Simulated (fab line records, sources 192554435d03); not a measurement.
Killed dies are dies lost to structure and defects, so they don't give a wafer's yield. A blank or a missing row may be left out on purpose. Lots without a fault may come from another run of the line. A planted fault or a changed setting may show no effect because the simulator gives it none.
fab line records | flow n5_finfet | part 2 of 2: steps 5 to 6 of 6
record lots=23 wafers=69 last_day=18
route steps=1938 shown BEOL_M12@1649 BEOL_M13@1679 BEOL_M14@1749
lots that met no fault: from a run of the same line without faults
start_h: hours from the record's first day to the start of the lot's first wafer shown | wait_h: hours since the lot's step before | " the same as in the row above | L1.1+2: a row that stands for several wafers | - no value, or no start given | * or withheld: withheld | < > ~ a bound
route shown NAME@n: a module of which the file shows steps, and the number in the route of the first | usual: mean/standard deviation of fault-free wafers | same: alike in all rows | chamber/n: place in a boat | sites: the reading at each site | _std_site: their standard deviation | _edge_site: outer sites' mean less inner sites' | radius_mm: how far each site lies from the wafer's centre | mask NAME#n: copy n | behind: the tool/chamber that last shaped the wafer | hold: why the lot was held/for how many hours/how that ended | device: the transistor (n, p or np) that didn't switch | end of line: the same wafers' tests at the end of the route | a step without rows: its recipe alone | killed: dies lost to structure and defects at the first sort, not the wafer's yield | map: a wafer's dies, x killed, . not, _ none there
set.NAME: the setting as run; set.NAME@STEP: as run at that earlier step | model.NAME: the simulator's own value behind a step, which no gauge read
steps of the route over a sample of lots; a table a step, a row a wafer
services: from which hour (start_h, from the record's first day; less than 0 if before it) a tool's chamber was out of use, for how many hours, and why
## steps
# step N5_BEOL_M14_DESCUM_33
# recipe chemistry=O2 time_s=7.9 source_power_w=50 bias_power_w=20 pressure_mtorr=20 rf_frequency_hz=2.712e+07 temp_c=40 o2_flow_sccm=225
# usual drypump_motor_current_A=5.6/0.44 oes_product_au=0.78/0.091 rf_vpp_V=243.3/1.4 showerhead_plenum_p_Torr=2.11/0.08 temp_c=40.03/0.1 throttle_valve_pct=20.37/0.25
# columns lot.wafer tool chamber start_h wait_h drypump_motor_current_A oes_product_au rf_hours_counter_h rf_vpp_V showerhead_plenum_p_Torr temp_c throttle_valve_pct
L076.2 rie_diel-01 0 250.16 0.3 6.0 0.67 237 245.6 2.18 40.20 20.74
L076.3 " 1 " " 5.9 0.69 208 244.0 2.16 40.18 20.61
L076.4 " 3 " " 5.7 0.86 33 241.5 2.07 40.03 20.19
L075.3 rie_diel-01 2 253.49 0.0 5.6 0.89 41 245.8 2.24 39.99 20.17
L075.4 " 3 " " 5.8 0.86 34 242.9 2.07 40.14 20.17
L075.5 " 3 " " 5.7 0.85 - 243.7 2.07 40.07 20.18
L074.4 rie_diel-05 0 255.01 0.0 5.2 0.68 206 242.1 2.05 40.26 20.08
L074.5 " 0 " " 5.2 0.67 - 241.8 2.05 40.22 20.07
L074.6 " 1 " " 5.4 0.69 - 243.9 2.08 40.04 20.70
L077.3 rie_diel-01 3 259.44 0.2 5.7 0.86 35 243.0 2.07 40.01 20.19
L077.4 " 1 " " 5.9 0.69 211 244.4 2.16 39.91 20.59
L077.5 " 3 " " 5.8 0.85 - 242.6 2.07 40.24 20.20
L080.1 rie_diel-03 0 281.04 0.0 5.2 0.83 46 245.4 2.20 39.99 20.11
L080.2 " 2 " " 4.7 0.91 26 243.1 2.05 39.83 20.12
L080.5 " 0 " " 5.2 0.83 - 245.2 2.20 39.83 20.12
L078.1 rie_diel-01 2 281.83 0.2 5.6 0.87 50 244.3 2.23 39.96 20.18
L078.2 " 3 " " 5.7 0.84 43 242.9 2.07 40.04 20.22
L078.4 " 0 " " 6.0 0.66 247 244.3 2.18 39.99 20.75
L079.1 rie_diel-03 0 283.60 0.0 5.2 0.83 48 246.2 2.20 39.88 20.10
L079.3 " 2 " " 4.7 0.92 27 243.1 2.05 40.09 20.11
L079.4 " 3 " " 6.5 0.72 167 241.9 1.99 39.91 20.70
L081.2 rie_diel-01 3 294.87 0.1 5.7 0.84 47 241.9 2.06 40.08 20.19
L081.3 " 1 " " 5.9 0.68 222 243.4 2.16 39.96 20.62
L081.6 " 2 " " 5.5 0.87 - 245.2 2.23 39.92 20.18
L083.3 rie_diel-03 3 308.19 0.0 6.5 0.72 175 240.7 1.99 40.20 20.71
L083.5 " 3 " " 6.5 0.72 - 243.8 1.99 40.10 20.73
L083.6 " 2 " " 4.7 0.89 - 243.2 2.05 40.06 20.14
L084.3 rie_diel-05 0 314.26 0.0 5.2 0.67 226 242.3 2.05 40.27 20.08
L084.4 " 3 " " 4.8 0.68 236 242.4 2.15 40.01 20.46
L084.6 " 1 " " 5.4 0.69 - 243.3 2.07 40.02 20.75
L082.1 rie_diel-03 0 314.56 0.2 5.2 0.82 58 245.6 2.20 40.11 20.13
L082.4 " 2 " " 4.7 0.89 38 243.2 2.05 39.97 20.15
L082.5 " 1 " " 5.4 0.80 - 242.2 2.04 40.13 20.04
L085.1 rie_diel-01 3 322.07 0.0 5.8 0.82 58 242.2 2.06 39.97 20.24
L085.3 " 1 " " 5.9 0.67 232 244.5 2.15 40.05 20.63
L085.5 " 3 " " 5.7 0.83 - 242.1 2.06 39.82 20.21
L086.1 rie_diel-03 3 340.27 0.2 6.5 0.70 185 241.6 1.98 40.11 20.73
L086.2 " 0 " " 5.2 0.81 66 243.8 2.19 40.13 20.13
L086.6 " 1 " " 5.4 0.78 - 242.1 2.04 40.00 20.05
L087.1 rie_diel-01 3 340.55 0.5 5.7 0.81 64 242.0 2.06 40.06 20.25
L087.5 " 3 " " 5.7 0.82 - 243.0 2.06 39.76 20.24
L087.6 " 0 " " 6.0 0.93 - 241.9 2.18 40.03 20.47
L089.3 rie_diel-01 2 356.59 0.2 5.6 0.83 77 244.9 2.22 40.07 20.22
L089.5 " 3 " " 5.7 0.81 - 242.8 2.05 40.14 20.25
L089.6 " 0 " " 6.0 0.90 - 244.3 2.17 40.07 20.49
L088.1 rie_diel-03 0 357.49 0.4 5.2 0.79 73 244.9 2.19 40.10 20.16
L088.2 " 1 " " 5.4 0.77 87 242.3 2.03 39.97 20.05
L088.5 " 3 " " 6.4 0.69 - 242.7 1.98 40.03 20.73
L093.1 rie_diel-01 1 365.94 0.2 5.9 0.67 241 241.5 2.15 39.97 20.64
L093.2 " 0 " " 6.0 0.90 24 245.6 2.17 40.11 20.48
L093.6 " 3 " " 5.7 0.79 - 242.7 2.05 40.13 20.26
L091.2 rie_diel-01 3 371.58 0.0 5.7 0.81 79 243.5 2.05 39.98 20.26
L091.3 " 2 " " 5.6 0.83 82 243.1 2.22 40.11 20.21
L091.5 " 3 " " 5.7 0.80 - 241.8 2.05 40.12 20.25
L092.1 rie_diel-01 2 375.57 0.0 5.6 0.83 84 244.6 2.22 39.86 20.23
L092.4 " 1 " " 5.9 0.67 244 242.8 2.15 40.04 20.65
L092.6 " 3 " " 5.7 0.80 - 241.5 2.05 39.87 20.26
L094.3 rie_diel-01 2 379.00 0.0 5.5 0.83 85 245.7 2.22 39.97 20.22
L094.4 " 3 " " 5.8 0.79 83 242.4 2.05 39.99 20.25
L094.6 " 3 " " 5.7 0.80 - 242.3 2.05 40.19 20.26
L095.1 rie_diel-05 1 384.81 0.3 5.4 0.66 259 242.8 2.06 39.92 20.77
L095.5 " 2 " " 6.2 0.98 - 245.8 2.23 39.96 20.16
L095.6 " 1 " " 5.4 0.66 - 242.3 2.06 39.93 20.77
L097.3 rie_diel-03 0 406.46 0.0 5.2 0.78 92 244.2 2.18 40.12 20.18
L097.4 " 3 " " 6.5 0.69 211 243.1 1.98 40.10 20.77
L097.6 " 3 " " 6.4 0.68 - 240.2 1.98 40.01 20.79
L096.1 rie_diel-01 0 406.80 0.0 6.0 0.88 39 243.6 2.17 39.97 20.50
L096.2 " 2 " " 5.6 0.80 98 244.8 2.22 40.10 20.26
L096.4 " 3 " " 5.7 0.78 - 241.9 2.05 40.02 20.27
# step N5_BEOL_M14_ETCH_38
# recipe chemistry=CF4/N2 target=SiCN target_depth_a=1065 taper_deg=2 time_s=120.6 ion_energy_ev=150 mask_material=SiO2 pressure_mtorr=40 source_w=430 bias_w=70 Ar_flow_sccm=100 cf4_flow_sccm=60 n2_flow_sccm=60
# usual drypump_motor_current_A=5.6/0.47 oes_product_au=0.76/0.098 rf_vpp_V=382.6/2.1 showerhead_plenum_p_Torr=2.22/0.087 throttle_valve_pct=15.40/0.25
# columns lot.wafer tool chamber start_h wait_h drypump_motor_current_A oes_product_au rf_hours_counter_h rf_vpp_V showerhead_plenum_p_Torr throttle_valve_pct
L076.2 rie_diel-03 0 - - 5.2 0.85 39 384.7 2.35 15.22
L076.3 " 1 " " 5.4 0.85 52 379.6 2.15 14.97
L076.4 " 3 " " 6.4 0.75 157 380.0 2.11 15.72
L075.3 rie_diel-01 0 - - 6.0 0.67 239 384.5 2.25 15.57
L075.4 " 1 " " 5.9 0.69 210 382.2 2.26 15.58
L075.5 " 0 " " 6.0 0.67 - 383.3 2.25 15.53
L074.4 rie_diel-01 1 - - 5.9 0.69 210 384.3 2.26 15.58
L074.5 " 1 " " 5.9 0.70 - 384.4 2.26 15.59
L074.6 " 0 " " 6.0 0.66 - 384.6 2.25 15.54
L077.3 rie_diel-01 0 - - 6.0 0.67 243 381.0 2.25 15.57
L077.4 " 2 " " 5.5 0.88 44 384.5 2.34 15.08
L077.5 " 1 " " 5.9 0.69 - 383.8 2.26 15.58
L080.1 rie_diel-05 3 - - 4.8 0.71 226 384.3 2.28 15.57
L080.2 " 0 " " 5.2 0.67 215 382.2 2.18 15.37
L080.5 " 3 " " 4.8 0.71 - 384.0 2.28 15.58
L078.1 rie_diel-05 3 - - 4.8 0.70 227 383.8 2.28 15.59
L078.2 " 2 " " 6.2 0.69 228 378.3 2.11 15.80
L078.4 " 3 " " 4.8 0.71 - 382.9 2.28 15.58
L079.1 rie_diel-01 3 - - 5.7 0.83 44 382.6 2.15 15.11
L079.3 " 2 " " 5.6 0.89 51 384.4 2.34 15.12
L079.4 " 1 " " 5.9 0.69 219 384.8 2.25 15.62
L081.2 rie_diel-01 2 - - 5.5 0.88 56 385.2 2.34 15.09
L081.3 " 3 " " 5.7 0.81 49 380.3 2.15 15.09
L081.6 " 2 " " 5.5 0.89 - 384.9 2.34 15.11
L083.3 rie_diel-05 2 - - 6.3 0.69 237 379.5 2.11 15.84
L083.5 " 1 " " 5.4 0.67 - 381.0 2.15 15.60
L083.6 " 2 " " 6.2 0.68 - 378.3 2.11 15.83
L084.3 rie_diel-05 3 - - 4.8 0.69 238 381.7 2.27 15.59
L084.4 " 1 " " 5.4 0.67 233 382.2 2.15 15.60
L084.6 " 3 " " 4.8 0.70 - 385.0 2.27 15.61
L082.1 rie_diel-05 2 - - 6.2 0.68 240 379.8 2.10 15.84
L082.4 " 0 " " 5.2 0.66 227 383.3 2.17 15.38
L082.5 " 2 " " 6.2 0.68 - 378.8 2.10 15.82
L085.1 rie_diel-03 0 - - 5.2 0.80 61 384.5 2.35 15.27
L085.3 " 2 " " 4.7 0.87 41 382.1 2.15 15.07
L085.5 " 0 " " 5.2 0.81 - 384.3 2.35 15.27
L086.1 rie_diel-03 0 - - 5.2 0.79 67 385.0 2.34 15.27
L086.2 " 3 " " 6.4 0.72 186 380.5 2.10 15.76
L086.6 " 3 " " 6.4 0.72 - 380.5 2.10 15.76
L087.1 rie_diel-03 3 - - 6.4 0.73 187 379.8 2.11 15.77
L087.5 " 0 " " 5.2 0.80 - 384.8 2.34 15.29
L087.6 " 3 " " 6.4 0.72 - 380.9 2.10 15.77
L089.3 rie_diel-01 3 - - 5.7 0.80 75 379.9 2.14 15.16
L089.5 " 1 " " 5.9 0.69 - 383.9 2.25 15.63
L089.6 " 0 " " 6.0 0.91 - 385.2 2.24 15.13
L088.1 rie_diel-01 1 - - 5.9 0.67 238 382.8 2.25 15.65
L088.2 " 0 " " 6.0 0.92 22 384.3 2.24 15.15
L088.5 " 3 " " 5.7 0.79 - 379.2 2.14 15.15
L093.1 rie_diel-01 0 - - 6.0 0.92 25 382.6 2.24 15.15
L093.2 " 2 " " 5.5 0.86 81 384.5 2.33 15.15
L093.6 " 0 " " 6.0 0.93 - 383.6 2.24 15.15
L091.2 rie_diel-03 3 - - 6.5 0.71 199 379.5 2.10 15.79
L091.3 " 0 " " 5.2 0.80 80 384.5 2.34 15.31
L091.5 " 3 " " 6.4 0.70 - 379.4 2.10 15.79
L092.1 rie_diel-03 0 - - 5.2 0.80 81 384.0 2.34 15.30
L092.4 " 1 " " 5.4 0.80 - 381.5 2.13 15.07
L092.6 " 0 " " 5.3 0.79 - 384.6 2.34 15.32
L094.3 rie_diel-05 1 - - 5.4 0.66 256 380.8 2.14 15.63
L094.4 " 2 " " 6.2 1.00 - 384.8 2.37 15.29
L094.6 " 1 " " 5.4 0.66 - 380.9 2.14 15.66
L095.1 rie_diel-05 0 - - 5.2 0.64 258 382.4 2.16 15.44
L095.5 " 0 " " 5.2 0.64 - 380.9 2.16 15.45
L095.6 " 2 " " 6.2 0.99 - 386.0 2.37 15.27
L097.3 rie_diel-01 0 - - 6.0 0.89 40 384.1 2.23 15.18
L097.4 " 3 " " 5.7 0.76 - 380.1 2.14 15.21
L097.6 " 0 " " 6.0 0.90 - 383.6 2.23 15.16
L096.1 rie_diel-01 0 - - 6.0 0.89 42 383.1 2.23 15.19
L096.2 " 3 " " 5.8 0.76 98 381.9 2.13 15.22
L096.4 " 2 " " 5.5 0.83 - 385.7 2.32 15.20
## services
# columns tool chamber start_h hours kind
cmp-04 - 225.15 0.9 repair
rie_diel-05 3 226.98 4.9 repair
rie_diel-01 2 234.02 5.6 repair
rie_diel-05 2 241.81 11.7 repair
cmp-02 - 262.33 4.6 repair
cmp-04 - 268.51 0.4 repair
cmp-02 - 271.08 0.4 repair
cmp-02 - 275.17 2.2 repair
cmp-01 - 283.18 4.0 pm
rie_diel-05 1 284.48 2.8 repair
cmp-01 - 294.16 1.1 repair
cmp-02 - 304.35 20.2 pm
cmp-01 - 314.03 2.3 repair
cmp-02 - 325.99 4.7 repair
cmp-01 - 327.65 1.2 repair
rie_diel-01 1 330.90 18.3 repair
rie_diel-05 1 334.52 2.8 repair
cmp-02 - 338.15 4.1 pm
plasma_asher-01 - 344.61 0.7 repair
rie_diel-03 2 357.16 20.5 repair
cmp-01 - 380.30 13.2 pm
plasma_asher-02 - 380.73 2.8 pm
rie_diel-01 0 390.40 5.7 repair
cmp-02 - 391.70 1.3 repair
